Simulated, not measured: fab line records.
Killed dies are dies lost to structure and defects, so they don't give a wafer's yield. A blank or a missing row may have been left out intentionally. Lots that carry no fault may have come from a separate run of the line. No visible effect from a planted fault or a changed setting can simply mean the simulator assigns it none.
fab line records	flow n5_finfet
record: lots: 9	wafers: 27	last_day: 18
route steps=1938 shown BEOL_M0@731 BEOL_M1@751 BEOL_M4@1111
lots with no fault: from the same line, run without faults
start_h: hours from the record's first day to the start of the lot's first wafer shown	wait_h: hours since the lot's step before	" identical to the entry in the row above	L1.1+2: a row that stands for several wafers	- no value, or no start given	* or withheld: withheld	< > ~ a bound
route shown NAME@n: names a module that has steps shown in the file, with the first one's number in the route	usual: mean/standard deviation taken from wafers without a fault	same: alike in all rows	chamber/n: place in a boat	sites: the reading at each site	_std_site: standard deviation of those values	_edge_site: inner sites' mean taken away from outer sites' mean	radius_mm: how far each site lies from the wafer's centre	mask NAME#n: copy n	behind: the most recent tool/chamber to have shaped the wafer	hold: why the lot was held/for how many hours/how that ended	device: whichever transistor did not switch (one of n, p or np)	end of line: the same wafers' tests at the end of the route	a step given without rows: its recipe and nothing more	killed: count of dies lost to structure and defects at first sort (not the wafer's yield)	map: the dies of a wafer, with x for killed, . for not killed, _ for no die there
set.NAME: the setting the step ran with; set.NAME@STEP: the setting that earlier step ran with	model.NAME: the simulator's own value behind a step, which no gauge read
the route's steps for a sample of lots (tables are steps, rows are wafers)
services: from which hour (start_h, from the record's first day; less than 0 if before it) a tool's chamber was out of use, for how many hours, and why
== steps ==
step: N5_BEOL_M0_ALD_136
recipe: material: TaN	target_thk_a: *	temp_c: 275	ald_precursor_family: PDMAT	ald_co_reactant: NH3	pressure_torr: 3	carrier_flow_sccm: 1500	pulse_time_s: 2	purge_time_s: 3	co_reactant_purge_time_s: 2	co_reactant_pulse_time_s: 3	ald_cycles: 30	precursor_vessel_temp_c: 75	precursor_vessel_pressure_torr: 26.25	precursor_vessel_carrier_sccm: 1000
usual: heater_power_outer_w: 235/25	heater_power_w: 420/35	mfc_carrier_sccm: 1500/5.2	precursor_vessel_pressure_torr: 26.26/0.05
same: ald_cycles: 30
lot.wafer	tool	chamber	start_h	wait_h	heater_power_outer_w	heater_power_w	mfc_carrier_sccm	precursor_vessel_pressure_torr	since_wet_clean_h
L851.1	ald_metal-01	2	119.11	0.0	235	425	1499	26.21	2859
L851.4	"	2	"	"	237	437	1507	26.26	-
L851.5	"	1	"	"	278	482	1506	26.21	-
L853.2	ald_metal-03	3	128.02	0.0	219	391	1492	26.27	5945
L853.4	"	0	"	"	213	387	1495	26.28	-
L853.6	"	2	"	"	203	388	1500	26.31	-
L854.2	ald_metal-04	0	136.13	0.0	250	434	1501	26.26	4414
L854.3	"	2	"	"	208	382	1509	26.27	4414
L854.5	"	0	"	"	254	441	1497	26.26	-
L863.1	ald_metal-04	1	190.66	0.0	245	436	1496	26.26	4469
L863.5	"	1	"	"	242	433	1499	26.19	-
L863.6	"	2	"	"	212	382	1501	26.24	-
L864.2	ald_metal-03	0	198.19	0.0	219	398	1498	26.22	6015
L864.4	"	3	"	"	218	402	1488	26.23	6015
L864.6	"	2	"	"	199	383	1500	26.28	-
L867.2	ald_metal-01	0	212.42	0.0	234	417	1503	26.23	2952
L867.3	"	3	"	"	285	465	1497	26.31	2952
L867.4	"	1	"	"	288	481	1502	26.22	2952
L868.2	ald_metal-04	3	225.95	0.0	214	375	1501	26.29	4504
L868.3	"	1	"	"	241	432	1500	26.32	4504
L868.5	"	1	"	"	243	438	1497	26.36	-
L873.1	ald_metal-04	1	253.41	0.0	241	437	1500	26.31	4532
L873.3	"	3	"	"	218	390	1498	26.27	4532
L873.5	"	0	"	"	256	429	1496	26.22	-
L874.2	ald_metal-04	3	254.82	0.1	217	382	1502	26.41	4533
L874.3	"	2	"	"	208	396	1497	26.31	4533
L874.5	"	2	"	"	212	389	1505	26.27	-
step: N5_BEOL_M0_PRE_CLEAN_131
recipe: gas: NH3/H2	time_s: 15	temp_c: *	rf_power_w: 300
usual: heater_power_outer_w: 26/11	heater_power_w: 96/22
lot.wafer	tool	chamber	start_h	wait_h	heater_power_outer_w	heater_power_w	since_wet_clean_h
L851.1	cvd_co-01	1	120.88	0.0	25	88	1100
L851.4	"	1	"	"	26	87	-
L851.5	"	2	"	"	13	82	-
L853.2	cvd_co-02	2	130.29	0.0	38	133	431
L853.4	"	2	"	"	38	130	-
L853.6	"	0	"	"	43	111	-
L854.2	cvd_co-01	0	138.24	0.0	12	66	680
L854.3	"	1	"	"	26	86	1117
L854.5	"	1	"	"	26	88	-
L863.1	cvd_co-01	1	194.07	0.0	26	87	1173
L863.5	"	2	"	"	14	85	-
L863.6	"	0	"	"	13	66	-
L864.2	cvd_co-02	2	200.12	0.0	38	133	501
L864.4	"	0	"	"	44	111	-
L864.6	"	1	"	"	25	104	-
L867.2	cvd_co-01	0	214.09	0.0	13	65	755
L867.3	"	2	"	"	13	85	296
L867.4	"	1	"	"	26	87	-
L868.2	cvd_co-01	1	228.18	0.0	26	88	1207
L868.3	"	0	"	"	13	66	770
L868.5	"	0	"	"	13	68	-
L873.1	cvd_co-01	1	255.10	0.0	25	87	1234
L873.3	"	0	"	"	14	69	796
L873.5	"	2	"	"	14	83	-
L874.2	cvd_co-01	2	256.84	0.0	13	83	339
L874.3	"	0	"	"	13	66	798
L874.5	"	2	"	"	14	86	-
step: N5_BEOL_M1_ILD_DEP_00
recipe: material: SiOC	target_thk_a: 790	temp_c: 350	precursor: DEMS/O2	pressure_torr: 5	rf_w: 500	time_s: 15.3
usual: heater_power_outer_w: 288/56	heater_power_w: 527/84	showerhead_plenum_p_Torr: 5.696/0.018	showerhead_vpp_V: 1387/66	susceptor_temp_C: 350.01/0.19	throttle_valve_pct: 12.1/0.71
lot.wafer	tool	chamber	start_h	wait_h	heater_power_outer_w	heater_power_w	showerhead_plenum_p_Torr	showerhead_vpp_V	since_wet_clean_h	susceptor_temp_C	throttle_valve_pct
L851.1	pecvd-01	1	121.16	0.0	340	572	5.700	1432	1913	350.27	12.4
L851.4	"	2	"	"	274	493	5.686	1350	-	349.92	12.0
L851.5	"	0	"	"	226	457	5.693	1382	-	350.29	12.3
L853.2	pecvd-01	2	130.63	0.0	294	524	5.680	1345	397	350.36	12.2
L853.4	"	2	"	"	308	535	5.684	1361	-	350.19	12.1
L853.6	"	1	"	"	351	580	5.707	1439	-	350.08	12.9
L854.2	pecvd-01	0	138.52	0.0	210	440	5.697	1363	1205	350.13	12.3
L854.3	"	1	"	"	389	647	5.708	1400	1930	349.98	12.4
L854.5	"	0	"	"	213	442	5.670	1358	-	350.07	12.4
L863.1	pecvd-03	2	194.36	0.0	332	533	5.684	1339	2167	350.11	12.2
L863.5	"	2	"	"	344	519	5.674	1350	-	349.71	12.4
L863.6	"	0	"	"	200	415	5.720	1358	-	349.88	12.7
L864.2	pecvd-01	1	200.40	0.0	372	625	5.698	1411	1992	352.15	12.6
L864.4	"	0	"	"	233	465	5.716	1370	-	352.28	12.4
L864.6	"	2	"	"	328	577	5.669	1354	-	352.22	12.1
L867.2	pecvd-01	1	214.40	0.0	350	595	5.703	1425	2006	352.47	12.6
L867.3	"	2	"	"	290	531	5.684	1339	481	352.14	12.1
L867.4	"	1	"	"	351	590	5.695	1417	-	352.21	12.4
L868.2	pecvd-03	0	228.47	0.0	182	402	5.720	1352	751	350.10	13.1
L868.3	"	1	"	"	346	693	5.712	1545	-	350.04	10.6
L868.5	"	0	"	"	194	405	5.729	1340	-	349.87	12.9
L873.1	pecvd-04	2	255.39	0.0	247	439	5.672	1366	387	350.09	11.1
L873.3	"	0	"	"	310	520	5.709	1422	1141	350.06	12.1
L873.5	"	1	"	"	258	483	5.693	1294	-	350.26	12.6
L874.2	pecvd-03	2	257.12	0.0	347	536	5.683	1365	26	349.83	10.6
L874.3	"	0	"	"	235	470	5.725	1362	780	350.19	13.0
L874.5	"	2	"	"	337	538	5.661	1329	-	349.81	10.8
step: N5_BEOL_M1_CD_MEAS_11
recipe: target_cd_nm: 17.05	landing_energy_ev: 500	detector: se_inlens	polarity: opening
usual: cd_nm: 17.02/0.22
lot.wafer	tool	chamber	start_h	wait_h	cd_nm
L851.1	cd_sem-02	0	123.08	-	16.94
L851.4	"	0	"	"	16.85
L851.5	"	0	"	"	17.33
L853.2	cd_sem-03	0	131.60	-	16.85
L853.4	"	0	"	"	17.57
L853.6	"	0	"	"	17.13
L854.2	cd_sem-03	0	139.83	-	16.83
L854.3	"	0	"	"	17.26
L854.5	"	0	"	"	17.32
L863.1	cd_sem-03	0	197.46	-	16.96
L863.5	"	0	"	"	16.88
L863.6	"	0	"	"	17.05
L864.2	cd_sem-03	0	201.78	-	17.01
L864.4	"	0	"	"	16.80
L864.6	"	0	"	"	16.83
L867.2	cd_sem-03	0	216.99	-	17.14
L867.3	"	0	"	"	16.78
L867.4	"	0	"	"	17.14
L868.2	cd_sem-03	0	229.28	-	17.18
L868.3	"	0	"	"	17.09
L868.5	"	0	"	"	16.70
L873.1	cd_sem-01	0	256.16	-	16.83
L873.3	"	0	"	"	16.95
L873.5	"	0	"	"	17.09
L874.2	cd_sem-03	0	259.06	-	16.81
L874.3	"	0	"	"	16.97
L874.5	"	0	"	"	17.06
step: N5_BEOL_M4_RC_MEAS_101
usual: DIBL_N: 36.5/1.4	DIBL_P: 36.9/1.7	IOFF_N: 0.163/0.023	IOFF_P: 0.22/0.032	ION_N: 673/9	ION_P: 462/7.5	SS_N: 71.6/0.54	SS_P: 73.4/0.62	VT_N: 249.8/2.8	VT_P: -250/3.5
lot.wafer	tool	chamber	start_h	wait_h	DIBL_N[mV/V]	DIBL_P[mV/V]	IOFF_N[nA/um]	IOFF_P[nA/um]	ION_N[uA/um]	ION_P[uA/um]	SS_N[mV/dec]	SS_P[mV/dec]	VT_N[mV]	VT_P[mV]
L851.1	prober-02	0	164.82	0.0	35.6	35.4	0.143	0.19	663	459	71.8	73.3	252.3	-255
L851.4	"	0	"	"	36.6	36.4	0.167	0.20	665	450	72.1	73.2	249.5	-253
L851.5	"	0	"	"	35.5	35.4	0.149	0.19	674	461	71.7	72.7	251.7	-255
L853.2	prober-02	0	182.56	0.2	36.8	36.5	0.161	0.26	684	479	71.6	73.5	249.2	-243
L853.4	"	0	"	"	37.5	36.5	0.173	0.25	680	475	72.0	73.7	247.9	-248
L853.6	"	0	"	"	38.1	37.9	0.186	0.29	689	482	71.9	73.7	245.9	-244
L854.2	prober-01	0	186.04	0.2	36.1	37.5	0.159	0.23	674	469	71.1	73.0	248.9	-247
L854.3	"	0	"	"	37.7	39.1	0.190	0.27	678	469	71.6	73.6	249.7	-248
L854.5	"	0	"	"	35.5	36.7	0.152	0.22	677	471	71.4	73.6	253.0	-252
L863.1	prober-02	0	245.61	0.0	37.6	38.3	0.190	0.26	675	466	71.9	73.5	247.7	-248
L863.5	"	0	"	"	35.4	34.8	0.134	0.19	655	447	70.7	72.7	255.9	-253
L863.6	"	0	"	"	36.4	36.9	0.165	0.23	686	467	71.2	73.6	248.5	-251
L864.2	prober-02	0	250.79	0.2	37.1	35.0	0.147	0.18	663	447	71.5	73.0	250.5	-255
L864.4	"	0	"	"	38.6	37.5	0.184	0.22	675	455	71.8	74.8	249.4	-252
L864.6	"	0	"	"	38.2	36.8	0.174	0.20	683	454	71.9	73.5	248.8	-253
L867.2	prober-02	0	272.90	0.2	38.2	39.0	0.202	0.26	680	470	71.1	73.4	245.6	-246
L867.3	"	0	"	"	35.8	36.5	0.160	0.21	660	454	71.4	72.9	248.4	-249
L867.4	"	0	"	"	35.6	35.4	0.148	0.19	676	460	71.3	73.3	250.4	-252
L868.2	prober-02	0	276.68	0.2	36.8	38.5	0.174	0.21	686	462	71.9	73.5	247.8	-251
L868.3	"	0	"	"	36.8	38.7	0.182	0.24	684	470	71.7	73.6	248.8	-248
L868.5	"	0	"	"	37.8	40.1	0.198	0.25	688	467	72.4	73.6	244.6	-246
L874.2	prober-02	0	303.82	0.2	37.3	36.0	0.184	0.25	675	464	71.8	73.7	246.7	-246
L874.3	"	0	"	"	38.3	37.0	0.213	0.29	673	460	71.7	74.9	245.4	-246
L874.5	"	0	"	"	37.7	35.6	0.183	0.25	673	462	72.7	74.1	249.9	-247
L873.1	prober-02	0	309.87	0.0	37.4	36.8	0.154	0.21	669	464	71.8	73.0	251.2	-249
L873.3	"	0	"	"	35.0	33.4	0.117	0.16	668	456	71.4	72.8	254.7	-253
L873.5	"	0	"	"	37.4	36.2	0.156	0.20	664	455	71.9	73.4	252.8	-249
== services ==
tool	chamber	start_h	hours	kind
ald_metal-01	0	107.44	20.9	repair
ald_metal-03	1	113.25	24.0	repair
cvd_co-02	1	114.77	-	clean
cvd_co-02	1	114.77	22.0	scheduled_down
cvd_co-02	1	114.77	22.0	vent_cycle
ald_metal-03	2	116.12	4.3	repair
ald_metal-03	2	139.43	27.2	repair
pecvd-01	0	142.94	2.1	scheduled_down
pecvd-04	1	147.43	2.1	scheduled_down
pecvd-01	-	160.29	28.1	pm
ald_metal-01	-	202.06	2.8	pm
pecvd-03	2	202.38	-	clean
pecvd-03	2	202.38	-	consumable_replace:showerhead
pecvd-03	2	202.38	29.0	scheduled_down
pecvd-03	2	202.38	29.0	vent_cycle
ald_metal-04	-	219.47	1.0	repair
pecvd-04	-	221.49	0.8	repair
pecvd-04	-	225.70	4.3	pm
== key ==
first_sign: step: N5_BEOL_M1_ILD_DEP_00	reading: susceptor_temp_C	direction: up	sigmas: 12	usual: *	struck: *
effect none on later readings
met_at N5_BEOL_M1_ILD_DEP_00
struck_lots L864,L867
not_acting_at N5_BEOL_M0_ALD_136,N5_BEOL_M0_PRE_CLEAN_131,N5_BEOL_M1_CD_MEAS_11
onset_between 138.52 200.40
fault: kind: process_parameter_drift	tool: pecvd-01	chamber: -	onset_h: 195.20	steps: N5_BEOL_M1_ILD_DEP_00	channel: temp_c	offset: *	shape: step	end_h: 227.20	acts_in: *	stated: *
